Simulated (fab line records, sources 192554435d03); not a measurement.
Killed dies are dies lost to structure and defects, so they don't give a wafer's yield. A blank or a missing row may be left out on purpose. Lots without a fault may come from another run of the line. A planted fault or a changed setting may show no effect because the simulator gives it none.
Split-lot experiment | flow n5_finfet | 7 lots, 21 wafers read, on a route of 1938 steps

THE SPLIT
At N5_SD_ACTIVATION_LSA_01 (time 0.0008 s), the setting temp_c was moved away from the recipe's 1080 C on 5 of the 21 wafers read, by -3.0% to +2.9%. The other wafers ran this setting at the recipe's value.

The file shows no step between the split and the reading.

THE READING
RS_SD_N, in ohm/sq, at N5_SD_ACTIVATION_RS_MEAS_03 (measures by four-point-probe). Fault-free wafers of this fab line usually give 21.99 ohm/sq, standard deviation 0.26 ohm/sq.

wafer  | tool, chamber at the split | temp_c as run, C | against the recipe | RS_SD_N, ohm/sq | against lot-mates on the recipe
L075.3 | laser_anneal-02, 0         | 1080             | recipe             | 22.02           | -
L075.4 | laser_anneal-02, 0         | 1080             | recipe             | 21.81           | -
L075.5 | laser_anneal-02, 0         | 1080             | recipe             | 21.89           | -
L076.2 | laser_anneal-01, 0         | 1080             | recipe             | 22.18           | -
L076.3 | laser_anneal-01, 0         | 1080             | recipe             | 22.17           | -
L076.6 | laser_anneal-01, 0         | 1080             | recipe             | 22.26           | -
L085.2 | laser_anneal-02, 0         | 1080             | recipe             | 21.83           | -
L085.3 | laser_anneal-02, 0         | 1080             | recipe             | 21.97           | -
L085.5 | laser_anneal-02, 0         | 1095             | +1.4%              | 20.13           | -1.77
L086.3 | laser_anneal-01, 0         | 1080             | recipe             | 22.35           | -
L086.4 | laser_anneal-01, 0         | 1080             | recipe             | 22.21           | -
L086.6 | laser_anneal-01, 0         | 1048             | -3.0%              | 25.70           | +3.42
L087.1 | laser_anneal-02, 0         | 1080             | recipe             | 22.33           | -
L087.2 | laser_anneal-02, 0         | 1080             | recipe             | 21.83           | -
L087.4 | laser_anneal-02, 0         | 1080             | recipe             | 21.75           | -
L090.2 | laser_anneal-01, 0         | 1062             | -1.7%              | 24.36           | +2.02
L090.4 | laser_anneal-01, 0         | 1080             | recipe             | 21.83           | -
L090.5 | laser_anneal-01, 0         | 1080             | recipe             | 22.86           | -
L096.1 | laser_anneal-01, 0         | 1080             | recipe             | 21.98           | -
L096.2 | laser_anneal-01, 0         | 1111             | +2.9%              | 18.88           | -3.10
L096.3 | laser_anneal-01, 0         | 1111             | +2.9%              | 18.82           | -3.16

THE FIT
A straight line over all 21 wafers: RS_SD_N changes by -1.2 ohm/sq for each +1% of temp_c; r = -0.98; the points scatter about the line by 0.28 ohm/sq.
The same after taking each lot's own level away (the mean of its wafers on the recipe; 21 wafers): -1.13 ohm/sq for each +1%; r = -0.99; scatter 0.21 ohm/sq.
On that fit, the largest move of temp_c shifts the reading by 3.4 ohm/sq.
The lots' own levels span 21.900 to 22.345 ohm/sq, that is 1.7 times the standard deviation above.
So the lot-to-lot level changes the slope little: the two slopes agree.
Check: with one of the wafers moved furthest among these (-3.0%) left out of the fit, the line predicts +3.34 ohm/sq for it against its lot-mates. It came out at +3.42 ohm/sq against them.
Tool readings at the split's step, against how far the setting was moved: wafer_temp_C_max r = +1.00.

OTHER SPLITS ON THESE WAFERS
These wafers also went through other splits before the reading. Each is held against what the fit with the lots' levels taken away leaves over:
other split on the same wafers       | wafers away from the commonest value | r with RS_SD_N (lot level and that fit taken away)
N5_WELL_APT_COAT_19 spin_rpm         | 7                                    | -0.31
N5_FIN_SAQP_HM_DEP_03 time_s         | 8                                    | -0.11
N5_FIN_SAQP_HM_DEP_72 time_s         | 6                                    | +0.24
N5_DUMMY_GATE_ETCH_32 time_s         | 6                                    | -0.10
N5_SD_EPI_N_EPI_21 epi_growth_time_s | 4                                    | -0.55
N5_SD_EPI_P_COAT_34 spin_rpm         | 6                                    | +0.41

THE WHOLE CHAIN: every reading that the file lists as answering this split, in the file's order
step                        | what it does                 | reading          | change (the file's fit)              | r (the file's)
N5_SD_ACTIVATION_LSA_01     | time 0.0008 s                | wafer_temp_C_max | withheld for each +1% of the setting | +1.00
N5_SD_ACTIVATION_RS_MEAS_03 | measures by four-point-probe | RS_SD_N          | -1.15 for each +1% of the setting    | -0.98

THE FILE'S OWN FIT
RS_SD_N changes by -1.15 ohm/sq for each +1% of temp_c, r = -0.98.
